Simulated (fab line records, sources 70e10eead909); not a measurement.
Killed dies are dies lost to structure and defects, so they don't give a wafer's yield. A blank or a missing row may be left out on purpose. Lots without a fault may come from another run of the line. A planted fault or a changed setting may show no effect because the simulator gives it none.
Which tool did it? | flow nand_harc | 13 lots, 39 wafers sampled, at 5 steps of a route of 1159

WHAT THE GAUGES READ, wafer by wafer
NHARC_THIN_TSV_CD_MEAS_33: target cd 5000 nm. Usual: cd_nm 5000.0 nm, standard deviation 1.5.
lot  | measured     | on        | cd_nm (nm)           | flag
L767 | day 19 00:54 | cd_sem-01 | 5002.2 5002.7 5000.9 |
L768 | day 19 03:26 | cd_sem-01 | 5000.9 5001.2 4999.0 |
L770 | day 19 04:37 | cd_sem-03 | 4998.3 5000.1 4998.9 |
L769 | day 19 08:03 | cd_sem-01 | 5000.4 4998.8 5000.8 |
L772 | day 20 12:10 | cd_sem-02 | 5001.0 5001.1 4999.2 |
L776 | day 21 07:04 | cd_sem-02 | 4999.0 4998.3 4997.8 |
L781 | day 22 03:37 | cd_sem-01 | 4999.9 4998.1 5000.7 |
L785 | day 23 20:28 | cd_sem-02 | 5003.2 5000.8 5000.8 |
L784 | day 23 19:34 | cd_sem-02 | 5002.6 5001.4 5002.2 |
L788 | day 24 04:01 | cd_sem-02 | 5000.4 5000.2 5001.3 |
L790 | day 24 05:20 | cd_sem-02 | 5000.3 5000.0 5001.0 |
L787 | day 24 19:35 | cd_sem-01 | 5000.6 4999.4 4999.6 |
L789 | day 24 23:49 | cd_sem-01 | 4999.3 5002.2 5001.7 |

NHARC_THIN_TSV_CD_MEAS_37. Usual: cd_nm 4999.8 nm, standard deviation 2.3.
lot  | measured     | on        | cd_nm (nm)           | flag
L767 | day 19 02:53 | cd_sem-03 | 5002.2 5002.6 5001.7 |
L768 | day 19 04:53 | cd_sem-02 | 5002.4 5004.7 5000.0 |
L770 | day 19 06:04 | cd_sem-01 | 4999.3 4999.9 4999.1 |
L769 | day 19 09:30 | cd_sem-03 | 5001.5 4999.1 5000.3 |
L772 | day 20 13:37 | cd_sem-02 | 5001.8 5000.0 4999.8 |
L776 | day 21 09:08 | cd_sem-03 | 4998.8 4998.0 4997.9 |
L781 | day 22 06:14 | cd_sem-01 | 4998.6 4998.4 4998.6 |
L785 | day 23 21:57 | cd_sem-02 | 5001.2 4997.8 4999.2 |
L784 | day 23 21:15 | cd_sem-02 | 5000.1 4997.4 5000.1 |
L788 | day 24 05:27 | cd_sem-01 | 5003.1 5002.6 5000.5 |
L790 | day 24 06:47 | cd_sem-01 | 4998.3 5000.0 5001.6 |
L787 | day 24 21:16 | cd_sem-03 | 5001.1 4997.9 4999.8 |
L789 | day 25 01:16 | cd_sem-01 | 5002.8 5003.8 5002.7 |

NHARC_END_WLT_00. Usual: VT_DECK1_BOTTOM 0.873, standard deviation 0.0073; VT_DECK1_BOTTOM_INNER 0.873, standard deviation 0.0069; VT_DECK1_MEDIAN_NEAR_BOTTOM 0.875, standard deviation 0.007; VT_DECK1_MEDIAN_NEAR_BOTTOM_INNER 0.874, standard deviation 0.0066; VT_DECK1_MIDDLE 0.886, standard deviation 0.0068; VT_DECK1_MIDDLE_INNER 0.886, standard deviation 0.0065; VT_DECK1_TOP 0.896, standard deviation 0.0061; VT_DECK1_TOP_INNER 0.896, standard deviation 0.0069.
lot  | measured     | on        | VT_DECK1_BOTTOM   | VT_DECK1_BOTTOM_INNER | VT_DECK1_MEDIAN_NEAR_BOTTOM | VT_DECK1_MEDIAN_NEAR_BOTTOM_INNER | VT_DECK1_MIDDLE   | VT_DECK1_MIDDLE_INNER | VT_DECK1_TOP      | VT_DECK1_TOP_INNER | flag
L767 | day 19 14:43 | prober-01 | 0.869 0.866 0.886 | 0.876 0.875 0.888     | 0.875 0.877 0.889           | 0.876 0.880 0.876                 | 0.883 0.893 0.889 | 0.885 0.893 0.893     | 0.898 0.898 0.895 | 0.889 0.907 0.894  |
L768 | day 19 14:15 | prober-02 | 0.873 0.875 0.865 | 0.875 0.869 0.872     | 0.871 0.876 0.880           | 0.877 0.877 0.875                 | 0.890 0.881 0.888 | 0.889 0.890 0.890     | 0.900 0.898 0.906 | 0.905 0.904 0.908  |
L770 | day 19 22:02 | prober-01 | 0.878 0.880 0.878 | 0.872 0.882 0.886     | 0.886 0.879 0.881           | 0.879 0.876 0.886                 | 0.896 0.885 0.890 | 0.895 0.892 0.884     | 0.900 0.902 0.898 | 0.899 0.903 0.913  |
L769 | day 19 22:10 | prober-02 | 0.876 0.867 0.869 | 0.874 0.872 0.866     | 0.872 0.867 0.873           | 0.872 0.870 0.867                 | 0.880 0.880 0.880 | 0.878 0.879 0.875     | 0.887 0.893 0.883 | 0.889 0.886 0.894  |
L772 | day 20 18:05 | prober-01 | 0.871 0.874 0.869 | 0.872 0.882 0.868     | 0.875 0.867 0.864           | 0.873 0.877 0.865                 | 0.883 0.889 0.888 | 0.888 0.889 0.880     | 0.901 0.902 0.891 | 0.900 0.893 0.895  |
L776 | day 21 11:46 | prober-01 | 0.871 0.863 0.866 | 0.865 0.851 0.864     | 0.859 0.868 0.861           | 0.864 0.869 0.858                 | 0.878 0.874 0.868 | 0.875 0.877 0.877     | 0.878 0.880 0.886 | 0.886 0.883 0.883  |
L781 | day 22 10:30 | prober-01 | 0.886 0.883 0.890 | 0.883 0.878 0.888     | 0.878 0.886 0.894           | 0.887 0.884 0.887                 | 0.889 0.890 0.891 | 0.896 0.886 0.891     | 0.898 0.896 0.904 | 0.902 0.906 0.900  |
L785 | day 24 04:43 | prober-01 | 0.888 0.875 0.876 | 0.881 0.882 0.878     | 0.875 0.889 0.885           | 0.882 0.876 0.875                 | 0.893 0.897 0.899 | 0.896 0.885 0.890     | 0.900 0.900 0.897 | 0.891 0.908 0.899  |
L784 | day 24 01:46 | prober-02 | 0.878 0.869 0.880 | 0.881 0.877 0.872     | 0.879 0.877 0.874           | 0.882 0.866 0.883                 | 0.883 0.883 0.885 | 0.885 0.890 0.902     | 0.909 0.895 0.900 | 0.897 0.900 0.902  |
L788 | day 24 10:14 | prober-02 | 0.873 0.873 0.877 | 0.880 0.875 0.870     | 0.877 0.875 0.883           | 0.879 0.865 0.871                 | 0.883 0.879 0.895 | 0.884 0.884 0.880     | 0.898 0.895 0.898 | 0.902 0.892 0.889  |
L790 | day 24 12:27 | prober-01 | 0.882 0.870 0.875 | 0.879 0.878 0.881     | 0.885 0.884 0.877           | 0.881 0.869 0.873                 | 0.894 0.891 0.896 | 0.891 0.892 0.880     | 0.905 0.901 0.898 | 0.899 0.892 0.897  |
L787 | day 25 02:16 | prober-02 | 0.878 0.877 0.880 | 0.870 0.874 0.869     | 0.880 0.869 0.879           | 0.880 0.872 0.878                 | 0.884 0.881 0.891 | 0.879 0.883 0.895     | 0.888 0.890 0.896 | 0.895 0.894 0.901  |
L789 | day 25 05:45 | prober-01 | 0.877 0.871 0.872 | 0.883 0.871 0.867     | 0.877 0.879 0.863           | 0.871 0.879 0.869                 | 0.876 0.889 0.883 | 0.890 0.875 0.881     | 0.888 0.889 0.891 | 0.891 0.891 0.893  |

NHARC_END_SORT_01. Usual: killed_at_array 28, standard deviation 8.9; killed_at_other 0.8, standard deviation 1.2; killed_at_periphery 3.3, standard deviation 2.3; killed_dies 32, standard deviation 9.4; killed_open 3.2, standard deviation 1.8; killed_short 1.9, standard deviation 1.4.
lot  | measured     | on        | killed_at_array | killed_at_other | killed_at_periphery | killed_dies | killed_open | killed_short | flag
L767 | day 19 18:21 | prober-01 | 19 19 19        | 1 0 0           | 1 5 5               | 21 24 24    | 3 3 4       | 0 0 1        |
L768 | day 19 17:35 | prober-02 | 11 10 16        | 0 0 0           | 3 1 1               | 14 11 17    | 4 1 1       | 3 2 5        |
L770 | day 20 01:22 | prober-01 | 32 30 30        | 1 1 0           | 2 4 0               | 35 35 30    | 9 5 1       | 1 4 0        |
L769 | day 20 01:26 | prober-02 | 17 14 14        | 1 0 0           | 6 2 2               | 24 16 16    | 8 3 1       | 5 1 1        |
L772 | day 20 21:05 | prober-01 | 97 88 102       | 0 0 0           | 1 2 2               | 98 90 104   | 1 1 2       | 1 1 2        | OFF
L776 | day 21 14:48 | prober-01 | 98 21 91        | 3 2 0           | 1 0 1               | 102 23 92   | 1 2 3       | 2 1 1        | OFF
L781 | day 22 13:32 | prober-01 | 35 24 33        | 0 2 1           | 1 4 2               | 36 30 36    | 4 5 4       | 3 2 5        |
L785 | day 24 07:40 | prober-01 | 37 32 43        | 1 0 1           | 2 1 2               | 40 33 46    | 4 2 3       | 4 1 5        |
L784 | day 24 04:44 | prober-02 | 28 35 32        | 0 0 0           | 10 2 4              | 38 37 36    | 1 5 3       | 2 0 0        |
L788 | day 24 13:35 | prober-02 | 36 37 36        | 0 1 0           | 8 6 4               | 44 44 40    | 2 7 1       | 1 4 1        |
L790 | day 24 15:29 | prober-01 | 26 30 29        | 0 0 0           | 3 2 2               | 29 32 31    | 5 4 1       | 0 1 5        |
L787 | day 25 05:34 | prober-02 | 35 43 34        | 0 0 0           | 2 2 2               | 37 45 36    | 1 6 2       | 3 2 0        |
L789 | day 25 08:47 | prober-01 | 22 19 23        | 0 0 1           | 4 5 6               | 26 24 30    | 4 3 1       | 3 3 2        |

WHICH TOOL RAN EACH LOT (tool, then ch and the chambers of the sampled wafers, then the start)
lot  | NHARC_A_CONTACT_ETCH_111
L767 | har_cap_etch-01 ch 0,1, day 15 21:20
L768 | har_cap_etch-01 ch 1, day 16 07:40
L770 | har_cap_etch-03 ch 0,1, day 16 09:49
L769 | har_cap_etch-03 ch 0,1, day 16 18:18
L772 | har_cap_etch-03 ch 1, day 17 12:42
L776 | har_cap_etch-03 ch 0,1, day 18 18:28
L781 | har_cap_etch-02 ch 0,1, day 19 09:59
L785 | har_cap_etch-01 ch 0,1, day 20 20:44
L784 | har_cap_etch-01 ch 0,1, day 21 00:23
L788 | har_cap_etch-03 ch 0,1, day 21 21:34
L790 | har_cap_etch-02 ch 0,1, day 21 22:54
L787 | har_cap_etch-01 ch 0,1, day 22 02:03
L789 | har_cap_etch-01 ch 0,1, day 22 07:48
- NHARC_A_CONTACT_ETCH_111: etches the open film in C4F8/O2/Ar, time 140 s, target depth 700 nm.

WHAT THE TOOLS THEMSELVES READ (means of the sampled wafers that have a number; where no wafer has one, the mark that the record gives instead)
The record holds no such reading with a usual standard deviation.

THE ANSWER, worked out from the rows above alone
Rule: a lot is off if the mean of its wafers that have a number lies more than 3 standard deviations from the usual mean. A lot without any number at a reading at which 4 lots or more have one is off too. The other lots that the step has rows for count as sound. The gauges are gone through in route order, then the tools' own readings, and for those a lot's mean is taken as printed above. The first step at which some lot is off is used, and at that step the reading that is off furthest; a lot without a number counts as furthest.
Off: L772, L776, at NHARC_END_SORT_01 (killed_at_array).
A tool fits if, at a process step before that reading, it ran every lot that is off, and no sound lot after the first of them. The gauges at NHARC_END_SORT_01 are tried like those tools. None of those tried fits.

WHAT THE SIMULATOR HAD PUT IN
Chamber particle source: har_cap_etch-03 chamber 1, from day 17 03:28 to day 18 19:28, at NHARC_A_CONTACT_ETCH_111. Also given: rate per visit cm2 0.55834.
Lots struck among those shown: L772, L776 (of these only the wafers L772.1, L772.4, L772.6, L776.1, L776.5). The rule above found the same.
